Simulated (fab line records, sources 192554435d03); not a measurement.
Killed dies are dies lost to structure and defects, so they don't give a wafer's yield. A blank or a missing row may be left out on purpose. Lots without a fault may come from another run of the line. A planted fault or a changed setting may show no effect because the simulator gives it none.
Chamber matching | flow n5_finfet | N5_BEOL_M10_DESCUM_16 on rie_diel-03: 4 sister chambers
The step chemistry O2, time 7.9 s. 4 wafers are shown with their chamber, then 7 later ones without.

WAFERS WITH THEIR CHAMBER
wafer  | chamber | showerhead_plenum_p_Torr (Torr)
L085.2 | 3       | 2.08
L085.6 | 0       | 2.21
L089.1 | 2       | 2.25
L089.2 | 1       | 2.19

WAFERS WITHOUT THEIR CHAMBER
wafer  | showerhead_plenum_p_Torr (Torr)
L089.4 | 2.25
L088.1 | 2.19
L088.2 | 2.21
L088.5 | 2.25
L095.1 | 2.24
L095.3 | 2.07
L095.4 | 2.18

WHICH CHAMBER EACH WENT THROUGH
wafer  | from the rows above | in truth
L089.4 | 2                   | 2
L088.1 | 1                   | 1
L088.2 | 0                   | 0
L088.5 | 2                   | 2
L095.1 | 2                   | 2
L095.3 | 3                   | 3
L095.4 | 1                   | 1
Placed correctly: 7 of 7. Can't be placed from these rows: 0. Placed wrongly: 0.
How it was worked out, from the rows above alone: a wafer's distance from a chamber is the root of the sum, over the readings, of the square of ((its reading less the chamber's mean) divided by the reading's scatter). The wafer belongs to the nearest chamber; if the next one is less than 2 further off, it can't be placed. A chamber's mean is the mean of its shown wafers. The scatter: with one shown wafer a chamber, the root of the mean of the squares of how far each hidden wafer lies from its nearest shown one.
